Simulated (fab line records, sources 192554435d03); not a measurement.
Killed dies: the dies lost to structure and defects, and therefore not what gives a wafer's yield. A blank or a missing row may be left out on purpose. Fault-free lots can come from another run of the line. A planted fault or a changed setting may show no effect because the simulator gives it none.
Split-lot study ; flow n5 finfet ; 21 wafers read across 7 lots, on a route 1938 steps long

## THE SPLIT ITSELF
At N5_BEOL_M1_EXPOSE_08 (exposes mask M1), the setting dose mj was moved away from the recipe's 33 on 7 of the 21 wafers read, by -6.9% to +3.1%. All remaining wafers had this setting at the recipe value.

## FROM THE SPLIT TO THE READING: what the file shows between them, 2 steps
- N5_BEOL_M1_PEB_09: peb time 60 s
- N5_BEOL_M1_DEVELOP_10: develop time 30 s

## THE READING
cd nm at N5_BEOL_M1_CD_MEAS_11, given in nm (cd target 17.05 nm). Fault-free wafers of this fab line usually give 17.09 nm, standard deviation 0.27 nm.

wafer;tool, chamber at the split;dose mj as run;against the recipe;cd nm, nm;against lot-mates on the recipe
L076.4;euv scanner-02, 0;33;recipe;17.50;-
L076.5;euv scanner-02, 0;33;recipe;17.22;-
L076.6;euv scanner-02, 0;33;recipe;17.04;-
L077.1;euv scanner-02, 0;31.85;-3.5%;16.24;-0.93
L077.2;euv scanner-02, 0;33;recipe;17.17;-
L077.6;euv scanner-02, 0;31.85;-3.5%;16.66;-0.51
L084.1;euv scanner-01, 0;33;recipe;17.65;-
L084.2;euv scanner-01, 0;33;recipe;17.16;-
L084.3;euv scanner-01, 0;33;recipe;17.33;-
L085.3;euv scanner-01, 0;33;recipe;17.44;-
L085.5;euv scanner-01, 0;33;recipe;17.57;-
L085.6;euv scanner-01, 0;33;recipe;17.37;-
L090.1;euv scanner-01, 0;34.01;+3.1%;17.67;+0.03
L090.2;euv scanner-01, 0;33;recipe;17.64;-
L090.4;euv scanner-01, 0;34.01;+3.1%;17.84;+0.20
L093.3;euv scanner-02, 0;33;recipe;17.91;-
L093.5;euv scanner-02, 0;30.72;-6.9%;15.64;-2.27
L093.6;euv scanner-02, 0;30.72;-6.9%;15.83;-2.08
L097.1;euv scanner-01, 0;31.31;-5.1%;15.58;-1.37
L097.2;euv scanner-01, 0;33;recipe;17.16;-
L097.5;euv scanner-01, 0;33;recipe;16.73;-

FIT RESULTS
A straight line over all 21 wafers: cd nm changes by +0.236 nm for each +1% of dose mj; r = +0.91; the points scatter about the line by 0.3 nm.
The same after taking each lot's own level away (the mean of its wafers on the recipe; 21 wafers): +0.248 nm for each +1%; r = +0.92; scatter 0.29 nm.
Per that fit: largest dose mj move, reading shift of 1.7 nm.
The lots' own levels span 16.945 to 17.910 nm, that is 3.6 times the standard deviation above.
Hence the lot-to-lot level has little effect on the slope; both slopes agree.
Check: for one of the wafers moved furthest among these (-6.9%), held out of the fit, the line's prediction against its lot-mates is -1.62 nm. Against them it came out at -2.27 nm.

## FURTHER SPLITS ON THESE WAFERS
Note: prior to the reading, these wafers also went through further splits. Each is held against what the fit with the lots' levels taken away leaves over:
other split on the same wafers;wafers away from the commonest value;r with cd nm (lot level and that fit taken away)
N5_MOL_CONTACT_COAG_ETCH_105 bias w;8;+0.40
N5_MOL_CONTACT_COAG_VIA_ETCH_117 bias w;5;+0.18
N5_BEOL_M0_SAQP_HM_DEP_02 target thk a;6;-0.14
N5_BEOL_M0_SAQP_PECVD_96 time s;5;+0.22
N5_BEOL_M1_ILD_DEP_00 time s;5;+0.33

## THE WHOLE CHAIN: every reading that the file lists as answering this split, in the file's order
step;what it does;reading;change (the file's fit);r (the file's)
N5_BEOL_M1_CD_MEAS_11;target cd 17.05 nm;cd nm;+0.261 nm for each +1% of the setting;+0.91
N5_BEOL_M1_ETCH_74;etches underlayer in N2/H2, target depth 6.5 nm, time 5.2 s;BEOL_M1.cd offset nm (the simulator's own value, which no gauge read);+0.236 nm for each +1% of the setting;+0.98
N5_BEOL_M1_ETCH_63;etches SiARC in CF4, target depth 15.6 nm, time 26 s;BEOL_M1.cd offset nm (the simulator's own value, which no gauge read);+0.232 nm for each +1% of the setting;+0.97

## FILE'S OWN FIT
cd nm changes by +0.261 nm for each +1% of dose mj, r = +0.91.
